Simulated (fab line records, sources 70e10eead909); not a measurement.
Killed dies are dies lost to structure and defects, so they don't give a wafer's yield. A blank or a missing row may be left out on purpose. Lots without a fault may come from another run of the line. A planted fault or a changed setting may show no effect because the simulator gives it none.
Chamber matching | flow nand_harc | NHARC_A_SGD_CUT_ETCH_58 on rie_diel-06: 4 sister chambers
The step etches the open film in CF4, target depth 39 nm, time 65 s. 16 wafers are shown with their chamber, then 8 later ones without.

WAFERS WITH THEIR CHAMBER
wafer  | chamber | oes_product_au (a.u.) | rf_vpp_V (V) | bias_w (W)
L076.1 | 2       | 1.022                 | 150.0        | 99.6
L076.2 | 1       | 0.998                 | 151.0        | 100.2
L076.5 | 0       | 1.000                 | 151.2        | 100.1
L080.1 | 0       | 1.004                 | 150.5        | 100.2
L080.2 | 3       | 0.980                 | 153.2        | 99.9
L080.3 | 2       | 1.013                 | 148.3        | 99.7
L083.2 | 3       | 0.986                 | 151.8        | 100.3
L083.4 | 2       | 1.007                 | 149.1        | 100.0
L083.6 | 1       | 1.001                 | 151.0        | 100.3
L082.1 | 3       | 0.989                 | 151.9        | 100.4
L082.3 | 0       | 0.999                 | 148.7        | 99.6
L082.6 | 1       | 0.994                 | 150.9        | 99.8
L087.3 | 2       | 1.019                 | 150.7        | 100.2
L087.5 | 2       | 1.022                 | 149.2        | 100.1
L087.6 | 3       | 0.988                 | 152.8        | 100.6
L089.2 | 1       | 0.982                 | 151.4        | 100.3

SIGNATURES (means of the wafers above)
reading        | chamber 0 | chamber 1 | chamber 2 | chamber 3 | scatter within a chamber
oes_product_au | 1.00100   | 0.99375   | 1.01660   | 0.98575   | 0.00606
rf_vpp_V       | 150.133   | 151.075   | 149.460   | 152.425   | 0.829
bias_w         | 99.967    | 100.150   | 99.920    | 100.300   | 0.275
Rule: a wafer's distance from a chamber is the root of the sum, over the readings, of the square of ((its reading less the chamber's mean) divided by the reading's scatter). The wafer belongs to the nearest chamber; if the next one is less than 2 further off, it can't be placed. The scatter: the root of (the sum of the squares of (reading less its chamber's mean) over the shown wafers, divided by (wafers less chambers)).

WAFERS WITHOUT THEIR CHAMBER
wafer  | oes_product_au (a.u.) | rf_vpp_V (V) | bias_w (W)
L089.3 | 0.990                 | 152.5        | 100.0
L089.6 | 0.991                 | 149.8        | 99.5
L094.1 | 1.006                 | 151.9        | 99.9
L094.2 | 1.010                 | 148.5        | 100.4
L094.3 | 1.031                 | 150.0        | 100.5
L097.2 | 0.990                 | 151.9        | 99.7
L097.3 | 0.991                 | 150.7        | 100.0
L097.6 | 0.991                 | 150.1        | 99.8

WHICH CHAMBER EACH WENT THROUGH
wafer  | from the rows above               | in truth
L089.3 | can't be placed: 3 or 1           | 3
L089.6 | can't be placed: 0 or 1 or 3      | 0
L094.1 | can't be placed: 0 or 1 or 2 or 3 | 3
L094.2 | can't be placed: 2 or 0 or 1      | 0
L094.3 | 2                                 | 2
L097.2 | can't be placed: 1 or 3 or 0      | 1
L097.3 | can't be placed: 1 or 0 or 3      | 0
L097.6 | can't be placed: 0 or 1 or 3      | 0
Placed correctly: 1 of 8. Can't be placed from these rows: 7 (the true chamber is among the candidates in 7). Placed wrongly: 0.
